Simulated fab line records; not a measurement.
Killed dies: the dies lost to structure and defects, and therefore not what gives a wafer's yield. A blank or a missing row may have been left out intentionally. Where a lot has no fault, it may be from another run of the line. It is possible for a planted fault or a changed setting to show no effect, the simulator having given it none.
fab line records	flow nand_harc
record lots=24	wafers=72	last_day=34
route steps=1302 shown A_CONTACT@1005
lots that met no fault: taken from a fault-free run of the same line
start_h: the number of hours between the record's first day and the start of the first shown wafer of the lot	wait_h: hours from the lot's prior step to this one	" identical to the entry in the row above	L1.1+2: a row that stands for several wafers	- either no value or no given start	* or withheld: withheld	< > ~ a bound
route shown NAME@n: names a module that has steps shown in the file, with the first one's number in the route	usual: the fault-free wafers' mean and standard deviation	same: alike in all rows	chamber/n: place in a boat	sites: readings site by site	_std_site: standard deviation of those values	_edge_site: inner sites' mean taken away from outer sites' mean	radius_mm: how far each site lies from the wafer's centre	mask NAME#n: copy n	behind: the last tool/chamber to shape the wafer	hold: why the lot was held/for how many hours/how that ended	device: transistor that didn't switch, given as n, p or np	end of line: the same wafers' tests at the end of the route	a step without rows: its recipe alone	killed: dies that structure and defects cost at the first sort, which is not the same as the wafer's yield	map: shows each die of a wafer: x if killed, . if not, _ if none is there
set.NAME: the setting that was run; set.NAME@STEP: the one run at that earlier step	model.NAME: the simulator's own value behind a step, which no gauge read
the route's steps for a sample of lots (tables are steps, rows are wafers)
services: from which hour (start_h, from the record's first day; less than 0 if before it) a tool's chamber was out of use, for how many hours, and why
## steps
# step NHARC_A_CONTACT_ETCH_111
# recipe source_w=withheld	pressure_mtorr=20	bias_v=withheld	time_s=140	target_depth_a=7000	ar_flow_sccm=withheld	c4f8_flow_sccm=withheld	o2_flow_sccm=withheld	chemistry=C4F8/O2/Ar
lot.wafer	tool	chamber	start_h	wait_h	rf_hours_counter_h
L074.2	har_cap_etch-01	0	496.49	-	130
L074.4	"	0	"	"	-
L074.5	"	1	"	"	-
L077.2	har_cap_etch-03	0	515.07	-	42
L077.4	"	1	"	"	-
L077.6	"	1	"	"	-
L076.2	har_cap_etch-01	1	516.95	-	0
L076.1	"	0	"	"	0
L076.4	"	1	"	"	-
L075.2	har_cap_etch-03	0	521.07	-	44
L075.3	"	0	"	"	-
L075.5	"	0	"	"	-
L078.2	har_cap_etch-03	0	529.44	-	46
L078.3	"	0	"	"	-
L078.6	"	0	"	"	-
L080.4	har_cap_etch-02	1	552.80	-	-
L080.3	"	0	"	"	-
L080.6	"	1	"	"	-
L079.2	har_cap_etch-03	1	565.79	-	51
L079.4	"	1	"	"	-
L079.6	"	0	"	"	-
L082.2	har_cap_etch-02	1	572.79	-	95
L082.6	"	1	"	"	-
L082.5	"	0	"	"	-
L081.1	har_cap_etch-03	0	578.51	-	54
L081.6	"	0	"	"	-
L081.5	"	1	"	"	-
L083.1	har_cap_etch-02	0	584.52	-	97
L083.4	"	1	"	"	-
L083.6	"	1	"	"	-
L085.2	har_cap_etch-01	1	595.13	-	13
L085.3	"	1	"	"	-
L085.5	"	0	"	"	-
L084.4	har_cap_etch-02	0	595.78	-	-
L084.5	"	1	"	"	-
L084.6	"	0	"	"	-
L086.2	har_cap_etch-03	0	600.61	-	61
L086.3	"	0	"	"	-
L086.6	"	1	"	"	-
L087.3	har_cap_etch-01	1	605.08	-	-
L087.5	"	1	"	"	-
L087.6	"	0	"	"	-
L088.3	har_cap_etch-01	0	627.57	-	-
L088.4	"	1	"	"	-
L088.6	"	0	"	"	-
L090.1	har_cap_etch-01	0	652.87	-	25
L090.2	"	1	"	"	25
L090.6	"	1	"	"	-
L089.2	har_cap_etch-02	0	653.09	-	111
L089.3	"	1	"	"	-
L089.6	"	0	"	"	-
L092.1	har_cap_etch-01	0	673.39	-	29
L092.2	"	1	"	"	29
L092.6	"	1	"	"	-
L091.2	har_cap_etch-02	1	674.24	-	114
L091.3	"	1	"	"	-
L091.6	"	0	"	"	-
L093.2	har_cap_etch-02	0	690.41	-	117
L093.4	"	0	"	"	-
L093.3	"	1	"	"	-
L095.2	har_cap_etch-01	0	716.63	-	34
L095.1	"	1	"	"	34
L095.5	"	1	"	"	-
L097.2	har_cap_etch-02	1	724.80	-	121
L097.5	"	0	"	"	-
L097.6	"	1	"	"	-
L094.2	har_cap_etch-03	0	725.12	-	77
L094.1	"	1	"	"	77
L094.5	"	0	"	"	-
L096.1	har_cap_etch-02	0	731.86	-	123
L096.3	"	1	"	"	-
L096.4	"	0	"	"	-
# step NHARC_A_CONTACT_ETCH_78
# recipe target_depth_a=53000	over_etch_frac=0.3	time_s=1378	ion_energy_ev=150	o2_flow_sccm=400	cos_flow_sccm=20	ar_flow_sccm=0	rf_w=500	bias_w=300	chemistry=O2/COS
# usual bias_w=300.2/0.82	drypump_motor_current_A=5.5/0.39	oes_product_au=1.001/0.01	rf_vpp_V=314.6/2.3	showerhead_plenum_p_Torr=3.15/0.15	throttle_valve_pct=28.330/0.0097
lot.wafer	tool	chamber	start_h	wait_h	bias_w	drypump_motor_current_A	oes_product_au	rf_hours_counter_h	rf_vpp_V	showerhead_plenum_p_Torr	throttle_valve_pct
L074.2	rie_diel-02	1	-	-	300.7	5.0	1.004	18	315.0	3.22	28.317
L074.4	"	0	"	"	299.4	5.7	1.001	16	315.2	3.23	28.339
L074.5	"	1	"	"	299.6	5.0	1.003	-	315.3	3.22	28.325
L077.2	rie_diel-11	0	-	-	300.9	5.7	1.003	21	317.6	3.36	28.328
L077.4	"	2	"	"	301.0	5.8	0.992	28	317.5	3.28	28.325
L077.6	"	3	"	"	298.9	5.2	0.995	-	317.0	3.30	28.338
L076.4	rie_diel-02	2	-	-	301.8	5.3	1.005	22	311.5	2.91	28.336
L076.1	"	3	"	"	300.6	6.1	0.991	21	316.9	3.24	28.331
L076.2	"	0	"	"	299.5	5.7	1.002	19	315.3	3.23	28.327
L075.2	rie_diel-02	1	-	-	301.6	5.0	1.022	22	315.1	3.21	28.312
L075.3	"	0	"	"	298.8	5.7	1.000	19	315.4	3.23	28.349
L075.5	"	1	"	"	300.0	5.0	1.012	-	315.4	3.21	28.327
L078.3	rie_diel-02	2	-	-	300.9	5.4	0.998	24	311.8	2.91	28.326
L078.2	"	3	"	"	300.8	6.1	0.989	24	316.8	3.24	28.322
L078.6	"	1	"	"	299.9	5.0	1.017	-	315.1	3.21	28.329
L080.4	rie_diel-02	3	-	-	299.4	6.1	0.996	26	315.2	3.24	28.327
L080.3	"	1	"	"	299.3	5.0	1.025	28	315.6	3.21	28.318
L080.6	"	0	"	"	298.3	5.7	1.007	-	316.7	3.22	28.317
L079.2	rie_diel-11	1	-	-	300.0	5.7	1.000	46	311.2	2.99	28.336
L079.4	"	3	"	"	299.4	5.2	0.995	52	316.6	3.29	28.339
L079.6	"	2	"	"	299.6	5.8	0.995	-	316.9	3.27	28.339
L082.2	rie_diel-02	0	-	-	300.0	5.7	1.011	1	317.0	3.22	28.341
L082.5	"	0	"	"	300.5	5.7	1.002	-	315.7	3.22	28.332
L082.6	"	2	"	"	300.9	5.3	1.003	-	312.9	2.91	28.334
L081.1	rie_diel-02	2	-	-	299.4	5.3	1.003	3	311.6	2.91	28.334
L081.5	"	2	"	"	299.2	5.3	1.000	-	310.0	2.91	28.334
L081.6	"	1	"	"	300.4	5.0	1.021	-	316.9	3.21	28.322
L083.4	rie_diel-02	0	-	-	300.6	5.7	1.012	4	315.4	3.22	28.344
L083.1	"	3	"	"	299.9	6.1	1.003	1	316.0	3.23	28.336
L083.6	"	0	"	"	300.3	5.7	1.007	-	314.7	3.22	28.324
L085.3	rie_diel-02	3	-	-	300.8	6.0	0.984	4	315.3	3.23	28.336
L085.2	"	0	"	"	300.8	5.7	0.994	7	315.1	3.22	28.326
L085.5	"	0	"	"	301.0	5.7	1.000	-	315.0	3.22	28.320
L084.4	rie_diel-04	3	-	-	301.6	5.2	0.994	17	312.4	2.92	28.338
L084.6	"	2	"	"	300.2	5.3	0.991	-	317.3	3.37	28.341
L084.5	"	3	"	"	301.4	5.2	0.992	-	311.5	2.92	28.338
L086.2	rie_diel-02	2	-	-	299.1	5.3	1.006	8	310.9	2.90	28.332
L086.3	"	3	"	"	300.3	6.1	0.992	5	315.9	3.23	28.330
L086.6	"	2	"	"	300.7	5.3	1.005	-	311.5	2.90	28.329
L087.3	rie_diel-02	0	-	-	300.7	5.7	1.003	9	315.5	3.22	28.310
L087.6	"	1	"	"	299.3	5.0	1.009	-	315.0	3.21	28.310
L087.5	"	2	"	"	300.7	5.3	0.998	-	308.9	2.90	28.335
L088.3	rie_diel-02	2	-	-	299.7	5.3	0.998	13	311.1	2.90	28.315
L088.4	"	0	"	"	300.3	5.7	0.997	13	315.3	3.22	28.315
L088.6	"	3	"	"	302.3	6.1	1.000	-	314.4	3.23	28.334
L090.2	rie_diel-11	3	-	-	299.1	5.2	1.000	11	316.7	3.28	28.322
L090.1	"	2	"	"	299.8	5.8	0.996	11	314.6	3.26	28.346
L090.6	"	3	"	"	298.7	5.2	0.994	-	315.8	3.28	28.339
L089.3	rie_diel-02	3	-	-	300.6	6.1	1.002	14	315.7	3.23	28.320
L089.2	"	0	"	"	302.5	5.7	1.003	16	315.6	3.22	28.327
L089.6	"	0	"	"	300.9	5.7	1.014	-	317.8	3.22	28.346
L092.1	rie_diel-02	3	-	-	301.3	6.1	0.986	18	317.1	3.23	28.333
L092.2	"	2	"	"	300.3	5.3	1.002	20	310.6	2.90	28.333
L092.6	"	3	"	"	301.2	6.1	0.992	-	317.2	3.23	28.322
L091.3	rie_diel-11	3	-	-	298.7	5.2	1.000	18	315.5	3.28	28.338
L091.2	"	0	"	"	299.6	5.7	1.004	19	317.5	3.34	28.321
L091.6	"	2	"	"	300.2	5.8	1.000	-	316.6	3.25	28.326
L093.2	rie_diel-02	0	-	-	300.9	5.7	0.996	23	315.2	3.21	28.326
L093.4	"	2	"	"	300.6	5.3	0.999	24	310.7	2.90	28.327
L093.3	"	3	"	"	301.3	6.1	0.988	22	316.4	3.22	28.339
L095.2	rie_diel-04	1	-	-	300.5	5.0	1.012	2	315.9	3.17	28.326
L095.1	"	2	"	"	300.8	5.3	1.005	3	318.6	3.34	28.332
L095.5	"	0	"	"	300.2	6.2	1.019	-	313.2	3.11	28.343
L097.2	rie_diel-02	2	-	-	299.1	5.3	0.987	29	311.5	2.89	28.342
L097.6	"	2	"	"	300.2	5.3	1.000	-	311.3	2.89	28.348
L097.5	"	3	"	"	300.9	6.1	0.985	-	315.7	3.22	28.329
L094.2	rie_diel-04	0	-	-	300.6	6.3	1.007	4	313.5	3.11	28.339
L094.1	"	1	"	"	299.3	5.0	1.017	4	314.3	3.17	28.339
L094.5	"	3	"	"	300.9	5.2	0.993	-	311.3	2.91	28.322
L096.3	rie_diel-02	3	-	-	299.2	6.1	0.984	28	315.9	3.22	28.327
L096.1	"	0	"	"	299.7	5.7	1.007	30	314.7	3.21	28.325
L096.4	"	1	"	"	301.1	5.0	0.988	29	314.3	3.20	28.329
# step NHARC_A_CONTACT_ETCH_124
# recipe source_w=withheld	pressure_mtorr=20	bias_v=withheld	time_s=140	target_depth_a=7000	ar_flow_sccm=withheld	c4f8_flow_sccm=withheld	o2_flow_sccm=withheld	chemistry=C4F8/O2/Ar
lot.wafer	tool	chamber	start_h	wait_h	rf_hours_counter_h
L074.2	har_cap_etch-02	0	507.22	-	84
L074.4	"	0	"	"	-
L074.5	"	0	"	"	-
L077.2	har_cap_etch-02	0	525.01	-	87
L077.4	"	0	"	"	-
L077.6	"	0	"	"	-
L076.1	har_cap_etch-01	1	527.64	-	2
L076.2	"	0	"	"	2
L076.4	"	1	"	"	-
L075.2	har_cap_etch-02	1	531.12	-	89
L075.3	"	0	"	"	-
L075.5	"	0	"	"	-
L078.2	har_cap_etch-01	0	539.90	-	5
L078.3	"	0	"	"	-
L078.6	"	1	"	"	-
L080.4	har_cap_etch-01	1	564.76	-	-
L080.3	"	0	"	"	-
L080.6	"	0	"	"	-
L079.2	har_cap_etch-01	0	579.44	-	10
L079.4	"	0	"	"	-
L079.6	"	1	"	"	-
L082.2	har_cap_etch-03	1	585.25	-	56
L082.6	"	1	"	"	-
L082.5	"	0	"	"	-
L081.1	har_cap_etch-02	1	589.23	-	99
L081.6	"	1	"	"	-
L081.5	"	0	"	"	-
L083.1	har_cap_etch-03	0	594.83	-	58
L083.4	"	1	"	"	-
L083.6	"	0	"	"	-
L085.2	har_cap_etch-03	1	606.75	-	63
L085.3	"	1	"	"	-
L085.5	"	0	"	"	-
L084.4	har_cap_etch-02	1	608.37	-	-
L084.5	"	1	"	"	-
L084.6	"	0	"	"	-
L086.2	har_cap_etch-01	1	611.55	-	19
L086.3	"	0	"	"	-
L086.6	"	0	"	"	-
L087.3	har_cap_etch-03	1	618.75	-	-
L087.6	"	0	"	"	-
L087.5	"	1	"	"	-
L088.4	har_cap_etch-02	1	637.48	-	-
L088.3	"	0	"	"	-
L088.6	"	0	"	"	-
L090.1	har_cap_etch-03	1	664.01	-	69
L090.2	"	0	"	"	69
L090.6	"	0	"	"	-
L089.2	har_cap_etch-01	1	664.59	-	27
L089.3	"	0	"	"	-
L089.6	"	1	"	"	-
L092.1	har_cap_etch-03	1	683.79	-	72
L092.2	"	0	"	"	72
L092.6	"	0	"	"	-
L091.2	har_cap_etch-01	0	686.56	-	31
L091.3	"	0	"	"	-
L091.6	"	0	"	"	-
L093.2	har_cap_etch-02	1	700.59	-	119
L093.4	"	1	"	"	-
L093.3	"	0	"	"	-
L095.2	har_cap_etch-01	1	729.56	-	36
L095.1	"	0	"	"	36
L095.5	"	1	"	"	-
L097.2	har_cap_etch-03	0	736.46	-	79
L097.5	"	0	"	"	-
L097.6	"	1	"	"	-
L094.2	har_cap_etch-01	1	737.37	-	38
L094.1	"	0	"	"	38
L094.5	"	0	"	"	-
L096.1	har_cap_etch-03	1	743.31	-	81
L096.3	"	0	"	"	-
L096.4	"	1	"	"	-
# step NHARC_A_CONTACT_ETCH_125
# recipe source_w=withheld	pressure_mtorr=20	bias_v=3000	time_s=197	target_depth_a=19180	ar_flow_sccm=withheld	c4f8_flow_sccm=withheld	o2_flow_sccm=withheld	chemistry=C4F8/O2/Ar
lot.wafer	tool	chamber	start_h	wait_h	rf_hours_counter_h
L074.2	har_cap_etch-02	0	507.41	0.2	84
L074.4	"	0	"	"	-
L074.5	"	0	"	"	-
L077.2	har_cap_etch-02	0	525.20	0.2	88
L077.4	"	0	"	"	-
L077.6	"	0	"	"	-
L076.1	har_cap_etch-01	1	527.91	0.2	2
L076.2	"	0	"	"	2
L076.4	"	1	"	"	-
L075.2	har_cap_etch-02	1	531.31	0.2	89
L075.3	"	0	"	"	-
L075.5	"	0	"	"	-
L078.2	har_cap_etch-01	0	540.11	0.2	6
L078.3	"	0	"	"	-
L078.6	"	1	"	"	-
L080.4	har_cap_etch-01	1	564.95	0.2	-
L080.3	"	0	"	"	-
L080.6	"	0	"	"	-
L079.2	har_cap_etch-01	0	579.64	0.2	10
L079.4	"	0	"	"	-
L079.6	"	1	"	"	-
L082.2	har_cap_etch-03	1	585.45	0.2	56
L082.6	"	1	"	"	-
L082.5	"	0	"	"	-
L081.1	har_cap_etch-02	1	589.43	0.2	99
L081.6	"	1	"	"	-
L081.5	"	0	"	"	-
L083.1	har_cap_etch-03	0	595.03	0.2	58
L083.4	"	1	"	"	-
L083.6	"	0	"	"	-
L085.2	har_cap_etch-03	1	607.01	0.2	63
L085.3	"	1	"	"	-
L085.5	"	0	"	"	-
L084.4	har_cap_etch-02	1	608.56	0.2	-
L084.5	"	1	"	"	-
L084.6	"	0	"	"	-
L086.2	har_cap_etch-01	1	611.75	0.2	19
L086.3	"	0	"	"	-
L086.6	"	0	"	"	-
L087.3	har_cap_etch-03	1	618.94	0.2	-
L087.6	"	0	"	"	-
L087.5	"	1	"	"	-
L088.4	har_cap_etch-02	1	637.67	0.2	-
L088.3	"	0	"	"	-
L088.6	"	0	"	"	-
L090.1	har_cap_etch-03	1	664.21	0.2	69
L090.2	"	0	"	"	69
L090.6	"	0	"	"	-
L089.2	har_cap_etch-01	1	664.85	0.2	27
L089.3	"	0	"	"	-
L089.6	"	1	"	"	-
L092.1	har_cap_etch-03	1	683.99	0.2	73
L092.2	"	0	"	"	73
L092.6	"	0	"	"	-
L091.2	har_cap_etch-01	0	686.82	0.2	31
L091.3	"	0	"	"	-
L091.6	"	0	"	"	-
L093.2	har_cap_etch-02	1	700.86	0.2	119
L093.4	"	1	"	"	-
L093.3	"	0	"	"	-
L095.2	har_cap_etch-01	1	729.75	0.2	37
L095.1	"	0	"	"	37
L095.5	"	1	"	"	-
L097.2	har_cap_etch-03	0	736.66	0.2	79
L097.5	"	0	"	"	-
L097.6	"	1	"	"	-
L094.2	har_cap_etch-01	1	737.56	0.2	38
L094.1	"	0	"	"	38
L094.5	"	0	"	"	-
L096.1	har_cap_etch-03	1	743.57	0.2	81
L096.3	"	0	"	"	-
L096.4	"	1	"	"	-
# step NHARC_A_CONTACT_ETCH_129
# recipe source_w=withheld	pressure_mtorr=20	bias_v=3000	time_s=197	target_depth_a=19180	ar_flow_sccm=withheld	c4f8_flow_sccm=withheld	o2_flow_sccm=withheld	chemistry=C4F8/O2/Ar
lot.wafer	tool	chamber	start_h	wait_h	rf_hours_counter_h
L074.2	har_cap_etch-02	0	508.12	0.1	85
L074.4	"	0	"	"	-
L074.5	"	0	"	"	-
L077.2	har_cap_etch-02	0	525.91	0.1	88
L077.4	"	0	"	"	-
L077.6	"	0	"	"	-
L076.1	har_cap_etch-01	1	528.85	0.2	3
L076.2	"	0	"	"	3
L076.4	"	1	"	"	-
L075.2	har_cap_etch-02	1	532.02	0.1	90
L075.3	"	0	"	"	-
L075.5	"	0	"	"	-
L078.2	har_cap_etch-01	0	540.81	0.1	6
L078.3	"	0	"	"	-
L078.6	"	1	"	"	-
L080.4	har_cap_etch-01	1	565.65	0.1	-
L080.3	"	0	"	"	-
L080.6	"	0	"	"	-
L079.2	har_cap_etch-01	0	580.47	0.2	11
L079.4	"	0	"	"	-
L079.6	"	1	"	"	-
L082.2	har_cap_etch-03	1	586.15	0.1	57
L082.6	"	1	"	"	-
L082.5	"	0	"	"	-
L081.1	har_cap_etch-02	1	590.13	0.1	100
L081.6	"	1	"	"	-
L081.5	"	0	"	"	-
L083.1	har_cap_etch-03	0	595.73	0.1	59
L083.4	"	1	"	"	-
L083.6	"	0	"	"	-
L085.2	har_cap_etch-03	1	607.95	0.2	64
L085.3	"	1	"	"	-
L085.5	"	0	"	"	-
L084.4	har_cap_etch-02	1	609.27	0.1	-
L084.5	"	1	"	"	-
L084.6	"	0	"	"	-
L086.2	har_cap_etch-01	1	612.45	0.1	20
L086.3	"	0	"	"	-
L086.6	"	0	"	"	-
L087.3	har_cap_etch-03	1	619.64	0.1	-
L087.6	"	0	"	"	-
L087.5	"	1	"	"	-
L088.4	har_cap_etch-02	1	638.38	0.1	-
L088.3	"	0	"	"	-
L088.6	"	0	"	"	-
L090.1	har_cap_etch-03	1	664.91	0.1	70
L090.2	"	0	"	"	70
L090.6	"	0	"	"	-
L089.2	har_cap_etch-01	1	665.79	0.2	28
L089.3	"	0	"	"	-
L089.6	"	1	"	"	-
L092.1	har_cap_etch-03	1	684.69	0.1	73
L092.2	"	0	"	"	73
L092.6	"	0	"	"	-
L091.2	har_cap_etch-01	0	687.76	0.2	32
L091.3	"	0	"	"	-
L091.6	"	0	"	"	-
L093.2	har_cap_etch-02	1	701.80	0.2	120
L093.4	"	1	"	"	-
L093.3	"	0	"	"	-
L095.2	har_cap_etch-01	1	730.46	0.1	37
L095.1	"	0	"	"	37
L095.5	"	1	"	"	-
L097.2	har_cap_etch-03	0	737.36	0.1	80
L097.5	"	0	"	"	-
L097.6	"	1	"	"	-
L094.2	har_cap_etch-01	1	738.27	0.1	39
L094.1	"	0	"	"	39
L094.5	"	0	"	"	-
L096.1	har_cap_etch-03	1	744.52	0.2	82
L096.3	"	0	"	"	-
L096.4	"	1	"	"	-
# step NHARC_A_CONTACT_ETCH_106
# recipe target_depth_a=900	overetch_a=90	time_s=49.5	ion_energy_ev=100	cf4_flow_sccm=80	o2_flow_sccm=20	ar_flow_sccm=0	rf_w=300	bias_w=100	chemistry=CF4/O2
# usual bias_w=100.0/0.31	drypump_motor_current_A=5.5/0.43	oes_ar_750_au=1.000/0.0044	oes_o_777_au=1.000/0.0045	oes_product_au=1.000/0.0099	rf_vpp_V=198.0/1.5	showerhead_plenum_p_Torr=1.35/0.061	throttle_valve_pct=13.396/0.0086
lot.wafer	tool	chamber	start_h	wait_h	bias_w	drypump_motor_current_A	oes_ar_750_au	oes_o_777_au	oes_product_au	rf_hours_counter_h	rf_vpp_V	showerhead_plenum_p_Torr	throttle_valve_pct
L074.4	rie_diel-02	0	510.17	0.1	99.7	5.7	1.002	0.995	0.996	16	198.8	1.38	13.387
L074.2	"	1	"	"	100.8	5.0	1.005	0.993	1.009	19	199.6	1.38	13.390
L074.5	"	2	"	"	99.8	5.3	1.007	1.003	1.000	-	195.9	1.24	13.380
L077.2	rie_diel-04	3	527.89	0.1	99.9	5.2	1.003	1.000	0.992	50	195.8	1.25	13.409
L077.4	"	0	"	"	100.1	6.3	0.998	0.995	0.994	51	197.1	1.34	13.392
L077.6	"	3	"	"	100.2	5.2	1.000	1.007	0.992	-	198.2	1.25	13.405
L076.1	rie_diel-02	1	531.10	0.1	100.6	5.0	0.999	1.000	1.012	23	198.0	1.38	13.389
L076.2	"	2	"	"	100.5	5.3	1.001	1.000	0.989	23	196.6	1.24	13.390
L076.4	"	0	"	"	99.9	5.7	0.998	1.006	0.994	20	198.3	1.38	13.419
L075.2	rie_diel-02	2	534.22	0.1	100.1	5.3	1.005	1.004	1.005	24	196.3	1.24	13.387
L075.3	"	3	"	"	100.0	6.1	0.999	0.998	0.984	23	198.7	1.39	13.407
L075.5	"	0	"	"	100.0	5.7	0.999	1.001	0.997	-	198.7	1.38	13.398
L078.2	rie_diel-02	0	542.82	0.1	99.8	5.7	1.004	0.998	1.004	23	199.3	1.38	13.400
L078.3	"	1	"	"	99.9	5.0	1.001	1.008	1.016	26	198.4	1.37	13.386
L078.6	"	0	"	"	100.3	5.7	1.004	1.006	1.000	-	198.1	1.38	13.397
L080.3	rie_diel-02	0	567.61	0.1	99.8	5.7	0.993	0.997	1.000	25	198.4	1.38	13.391
L080.4	"	1	"	"	99.9	5.0	1.008	1.002	1.013	28	198.9	1.37	13.386
L080.6	"	2	"	"	99.9	5.3	0.998	0.996	0.998	-	196.4	1.24	13.403
L079.2	rie_diel-04	1	582.97	0.1	99.5	5.0	1.000	1.001	1.022	10	197.3	1.37	13.390
L079.4	"	1	"	"	99.8	4.9	1.000	0.998	1.000	-	199.3	1.37	13.396
L079.6	"	1	"	"	99.1	5.0	0.989	0.995	1.015	-	197.6	1.37	13.385
L082.2	rie_diel-04	1	589.06	0.1	100.2	5.0	1.003	0.998	1.005	13	199.1	1.37	13.398
L082.6	"	0	"	"	100.5	6.2	1.000	1.001	1.011	-	196.8	1.34	13.395
L082.5	"	1	"	"	100.0	5.0	1.003	1.000	1.001	-	198.0	1.37	13.397
L081.1	rie_diel-02	0	592.14	0.1	100.0	5.7	1.000	0.997	0.992	3	198.1	1.38	13.397
L081.6	"	0	"	"	99.7	5.7	0.997	1.001	1.000	-	200.1	1.38	13.391
L081.5	"	1	"	"	99.7	5.0	1.002	0.997	1.004	-	197.3	1.37	13.395
L083.1	rie_diel-11	2	597.70	0.0	99.9	5.8	0.998	0.996	0.993	57	199.2	1.40	13.397
L083.4	"	3	"	"	99.8	5.2	1.008	1.001	0.997	59	198.4	1.41	13.403
L083.6	"	3	"	"	100.0	5.2	1.001	1.001	0.989	-	199.2	1.41	13.390
L085.3	rie_diel-04	3	610.29	0.0	99.4	5.2	0.998	1.004	0.985	17	194.3	1.25	13.400
L085.2	"	1	"	"	99.5	5.0	0.996	0.993	1.002	21	198.7	1.37	13.396
L085.5	"	3	"	"	99.8	5.2	0.997	0.999	0.997	-	196.1	1.25	13.378
L084.4	rie_diel-04	3	611.24	0.1	100.1	5.2	0.999	0.996	0.978	17	196.3	1.25	13.387
L084.5	"	1	"	"	100.0	5.0	0.997	0.998	0.991	-	197.8	1.37	13.406
L084.6	"	2	"	"	99.6	5.3	1.003	1.000	0.989	-	199.6	1.44	13.397
L086.2	rie_diel-04	2	614.46	0.1	99.4	5.3	0.991	1.003	0.992	11	198.8	1.44	13.389
L086.3	"	0	"	"	100.1	6.2	0.987	0.997	0.996	23	200.4	1.34	13.394
L086.6	"	3	"	"	100.3	5.1	1.001	1.011	0.972	-	196.3	1.25	13.407
L087.3	rie_diel-02	1	621.65	0.1	99.6	5.0	1.001	1.001	1.022	10	200.1	1.37	13.409
L087.6	"	2	"	"	100.2	5.3	1.004	0.991	1.009	-	195.4	1.24	13.380
L087.5	"	3	"	"	99.9	6.0	0.999	1.006	0.992	-	200.6	1.38	13.391
L088.3	rie_diel-02	0	640.34	0.1	99.7	5.7	1.002	1.008	1.000	13	198.2	1.38	13.388
L088.4	"	3	"	"	100.2	6.1	1.004	0.998	0.998	11	196.7	1.38	13.388
L088.6	"	1	"	"	100.4	5.0	1.001	1.002	1.007	-	198.9	1.37	13.369
L090.2	rie_diel-02	0	666.92	0.0	100.1	5.7	0.997	0.999	1.004	16	197.6	1.38	13.398
L090.1	"	3	"	"	100.3	6.1	0.994	0.996	0.995	14	197.7	1.38	13.405
L090.6	"	1	"	"	100.4	5.0	0.998	0.999	1.004	-	199.9	1.37	13.397
L089.3	rie_diel-02	1	668.14	0.1	100.2	5.0	1.003	1.009	1.014	15	197.7	1.37	13.395
L089.2	"	3	"	"	99.4	6.1	0.994	0.998	0.997	15	200.2	1.38	13.412
L089.6	"	0	"	"	99.9	5.7	1.005	1.007	1.015	-	199.3	1.38	13.393
L092.2	rie_diel-02	1	686.71	0.1	99.6	5.0	0.997	0.997	1.001	19	199.4	1.37	13.399
L092.1	"	2	"	"	99.6	5.3	0.997	1.001	0.993	21	195.2	1.24	13.403
L092.6	"	1	"	"	100.0	5.0	0.996	1.006	1.005	-	198.7	1.37	13.410
L091.2	rie_diel-11	1	690.71	0.1	99.9	5.7	1.003	0.994	0.991	18	194.0	1.27	13.394
L091.3	"	3	"	"	100.2	5.2	1.006	0.999	0.992	20	199.1	1.40	13.394
L091.6	"	2	"	"	99.8	5.8	1.003	1.007	1.007	-	198.6	1.39	13.388
L093.2	rie_diel-02	0	704.19	0.0	99.7	5.7	1.000	1.002	0.996	23	198.2	1.37	13.398
L093.4	"	1	"	"	99.8	5.0	1.001	0.994	1.011	22	198.6	1.37	13.399
L093.3	"	3	"	"	99.9	6.1	1.005	0.999	0.994	22	198.8	1.38	13.394
L095.1	rie_diel-02	1	732.47	0.1	99.9	5.0	1.008	1.002	1.003	27	198.2	1.37	13.400
L095.2	"	0	"	"	100.3	5.7	1.000	1.004	0.990	28	198.4	1.37	13.388
L095.5	"	2	"	"	99.8	5.3	1.002	1.002	1.003	-	196.0	1.23	13.393
L097.2	rie_diel-04	2	739.37	0.1	100.0	5.3	1.007	1.010	0.983	7	199.7	1.43	13.383
L097.5	"	1	"	"	100.3	5.0	0.996	1.000	1.008	-	197.1	1.36	13.394
L097.6	"	2	"	"	100.1	5.3	0.993	0.999	0.990	-	201.0	1.43	13.393
L094.2	rie_diel-11	1	740.27	0.1	99.9	5.7	1.003	0.999	1.000	37	197.2	1.27	13.393
L094.1	"	3	"	"	100.4	5.2	1.001	1.005	1.000	41	200.0	1.40	13.389
L094.5	"	2	"	"	99.9	5.8	1.002	0.995	1.011	-	199.0	1.39	13.394
L096.1	rie_diel-02	0	746.91	0.1	99.9	5.7	0.996	1.000	1.009	30	197.3	1.37	13.392
L096.4	"	1	"	"	100.3	5.0	1.002	0.999	1.002	30	198.6	1.37	13.406
L096.3	"	3	"	"	99.5	6.1	0.997	0.999	0.975	29	198.6	1.38	13.395
## services
tool	chamber	start_h	hours	kind
rie_diel-02	0	476.49	-	clean
rie_diel-02	1	476.49	-	clean
rie_diel-02	2	476.49	-	clean
rie_diel-02	3	476.49	-	clean
rie_diel-04	-	498.30	12.0	repair
har_cap_etch-01	-	499.09	17.0	pm
har_cap_etch-01	0	499.09	17.0	vent_cycle
har_cap_etch-01	1	499.09	17.0	vent_cycle
rie_diel-02	0	500.99	-	clean
har_cap_etch-01	0	516.09	-	clean
har_cap_etch-01	1	516.09	-	clean
har_cap_etch-01	1	516.09	-	consumable_replace:focus_ring
rie_diel-04	-	534.05	9.0	pm
rie_diel-02	3	551.85	5.3	repair
rie_diel-11	1	555.45	7.7	repair
rie_diel-02	-	557.88	4.4	repair
rie_diel-11	0	560.67	3.8	repair
rie_diel-02	-	570.94	9.0	pm
rie_diel-04	2	576.56	16.1	repair
rie_diel-04	3	579.03	10.9	repair
rie_diel-11	-	613.41	9.0	pm
har_cap_etch-03	-	636.97	0.3	repair
rie_diel-04	-	711.43	9.0	pm
rie_diel-11	2	741.46	9.6	repair
## key
fault none
